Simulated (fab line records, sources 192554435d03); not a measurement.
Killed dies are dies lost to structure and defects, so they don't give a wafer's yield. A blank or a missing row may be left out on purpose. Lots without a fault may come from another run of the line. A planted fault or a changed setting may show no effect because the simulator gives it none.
Split-lot experiment | flow n5_finfet | 7 lots, 21 wafers read, on a route of 1938 steps

THE SPLIT
At N5_BEOL_M10_VIA_ETCH_34 (etches SiCOH lowk in C4F6/O2, target depth 184.5 nm, time 69.2 s), the setting time_s was moved away from the recipe's 69.2 s on 11 of the 21 wafers read, by +8.2% to +13.8%. The other wafers ran this setting at the recipe's value.

The reading is taken at the split's own step.

THE READING
SOC_of_BEOL_M10_COAT_63.thk_nm (the simulator's own value, which no gauge read), in nm, at N5_BEOL_M10_VIA_ETCH_34 (etches SiCOH lowk in C4F6/O2, target depth 184.5 nm, time 69.2 s). The file gives no usual value for it. The 10 wafers here that ran the recipe average 92.1 nm, standard deviation 0.43 nm.

wafer  | tool, chamber at the split | time_s as run, s | against the recipe | SOC_of_BEOL_M10_COAT_63.thk_nm, nm | against lot-mates on the recipe
L076.3 | rie_diel-06, 2             | 78.78            | +13.8%             | 90.8                               | -1.6
L076.4 | rie_diel-06, 0             | 78.78            | +13.8%             | 90.8                               | -1.6
L076.5 | rie_diel-06, 0             | 69.2             | recipe             | 92.4                               | -
L079.1 | rie_diel-06, 3             | 69.2             | recipe             | 92                                 | -
L079.5 | rie_diel-06, 0             | 75.14            | +8.6%              | 91.2                               | -0.4
L079.6 | rie_diel-06, 1             | 69.2             | recipe             | 91.2                               | -
L086.1 | rie_diel-01, 3             | 77.76            | +12.4%             | 91.2                               | -1.2
L086.4 | rie_diel-01, 0             | 77.76            | +12.4%             | 90.8                               | -1.6
L086.6 | rie_diel-01, 2             | 69.2             | recipe             | 92.4                               | -
L087.4 | rie_diel-06, 0             | 76.38            | +10.4%             | 91.4                               | no lot-mate on the recipe
L087.5 | rie_diel-06, 3             | 76.38            | +10.4%             | 91.2                               | no lot-mate on the recipe
L087.6 | rie_diel-06, 0             | 76.38            | +10.4%             | 91                                 | no lot-mate on the recipe
L088.1 | rie_diel-06, 0             | 69.2             | recipe             | 91.8                               | -
L088.5 | rie_diel-06, 1             | 78.66            | +13.7%             | 90                                 | -1.8
L088.6 | rie_diel-06, 0             | 69.2             | recipe             | 91.8                               | -
L096.1 | rie_diel-01, 2             | 74.85            | +8.2%              | 91.8                               | +0.2
L096.2 | rie_diel-01, 0             | 74.85            | +8.2%              | 91.2                               | -0.4
L096.6 | rie_diel-01, 0             | 69.2             | recipe             | 91.6                               | -
L097.1 | rie_diel-02, 0             | 69.2             | recipe             | 92.4                               | -
L097.3 | rie_diel-02, 3             | 69.2             | recipe             | 92.4                               | -
L097.6 | rie_diel-02, 2             | 69.2             | recipe             | 92.6                               | -

THE FIT
A straight line over all 21 wafers: SOC_of_BEOL_M10_COAT_63.thk_nm changes by -0.0964 nm for each +1% of time_s; r = -0.83; the points scatter about the line by 0.39 nm.
The same after taking each lot's own level away (the mean of its wafers on the recipe; 18 wafers): -0.106 nm for each +1%; r = -0.88; scatter 0.36 nm.
On that fit, the largest move of time_s shifts the reading by 1.5 nm.
The lots' own levels span 91.60 to 92.47 nm, that is 2.0 times the standard deviation above.
So the lot-to-lot level changes the slope little: the two slopes agree.
Check: with one of the wafers moved furthest among these (+13.8%) left out of the fit, the line predicts -1.36 nm for it against its lot-mates. It came out at -1.6 nm against them.

OTHER SPLITS ON THESE WAFERS
These wafers also went through other splits before the reading. Each is held against what the fit with the lots' levels taken away leaves over:
other split on the same wafers | wafers away from the commonest value | r with SOC_of_BEOL_M10_COAT_63.thk_nm (lot level and that fit taken away)
N5_BEOL_M8_PEB_09 peb_time_s   | 6                                    | +0.58
N5_BEOL_M8_DEP_56 time_s       | 10                                   | -0.12
N5_BEOL_M9_SPUTTER_48 power_w  | 3                                    | +0.20

THE WHOLE CHAIN: every reading that the file lists as answering this split, in the file's order
step                    | what it does                                                     | reading                                                                         | change (the file's fit)               | r (the file's)
N5_BEOL_M10_VIA_ETCH_34 | etches SiCOH lowk in C4F6/O2, target depth 184.5 nm, time 69.2 s | etch.depth_nm (the simulator's own value, which no gauge read)                  | +2.12 nm for each +1% of the setting  | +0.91
N5_BEOL_M10_VIA_ETCH_34 | etches SiCOH lowk in C4F6/O2, target depth 184.5 nm, time 69.2 s | SOC_of_BEOL_M10_COAT_63.thk_nm (the simulator's own value, which no gauge read) | -0.102 nm for each +1% of the setting | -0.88

THE FILE'S OWN FIT
SOC_of_BEOL_M10_COAT_63.thk_nm changes by -0.102 nm for each +1% of time_s, r = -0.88.
